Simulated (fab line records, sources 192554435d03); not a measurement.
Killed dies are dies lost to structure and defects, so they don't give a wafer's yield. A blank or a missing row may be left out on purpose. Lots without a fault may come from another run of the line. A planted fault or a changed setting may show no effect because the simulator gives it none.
Chamber matching | flow n5_finfet | N5_BEOL_M0_SAQP_ETCH_101 on rie_diel-05: 4 sister chambers
The step etches SiNx in CH3F/O2, target depth 29.9 nm, time 42.7 s. 8 wafers are shown with their chamber, then 8 later ones without.

WAFERS WITH THEIR CHAMBER
wafer  | chamber | throttle_valve_pct (%) | rf_vpp_V (V)
L080.5 | 1       | 16.12                  | 290
L083.1 | 3       | 16.54                  | 297
L083.3 | 2       | 16.09                  | 288
L083.5 | 0       | 16.39                  | 305
L085.1 | 3       | 16.54                  | 299
L085.4 | 2       | 16.11                  | 289
L085.5 | 0       | 16.41                  | 303
L089.2 | 1       | 16.14                  | 290

WAFERS WITHOUT THEIR CHAMBER
wafer  | throttle_valve_pct (%) | rf_vpp_V (V)
L089.4 | 16.13                  | 290
L089.6 | 16.42                  | 302
L094.1 | 16.44                  | 305
L094.2 | 16.17                  | 289
L094.4 | 16.16                  | 291
L097.1 | 16.18                  | 291
L097.2 | 16.47                  | 302
L097.6 | 16.58                  | 298

WHICH CHAMBER EACH WENT THROUGH
wafer  | from the rows above     | in truth
L089.4 | 1                       | 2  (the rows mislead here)
L089.6 | 0                       | 0
L094.1 | 0                       | 0
L094.2 | 1                       | 1
L094.4 | 1                       | 1
L097.1 | 1                       | 1
L097.2 | can't be placed: 0 or 3 | 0
L097.6 | 3                       | 3
Placed correctly: 6 of 8. Can't be placed from these rows: 1 (the true chamber is among the candidates in 1). Placed wrongly: 1.
How it was worked out, from the rows above alone: a wafer's distance from a chamber is the root of the sum, over the readings, of the square of ((its reading less the chamber's mean) divided by the reading's scatter). The wafer belongs to the nearest chamber; if the next one is less than 2 further off, it can't be placed. A chamber's mean is the mean of its shown wafers. The scatter: the root of (the sum of the squares of (reading less its chamber's mean) over the shown wafers, divided by (wafers less chambers)).
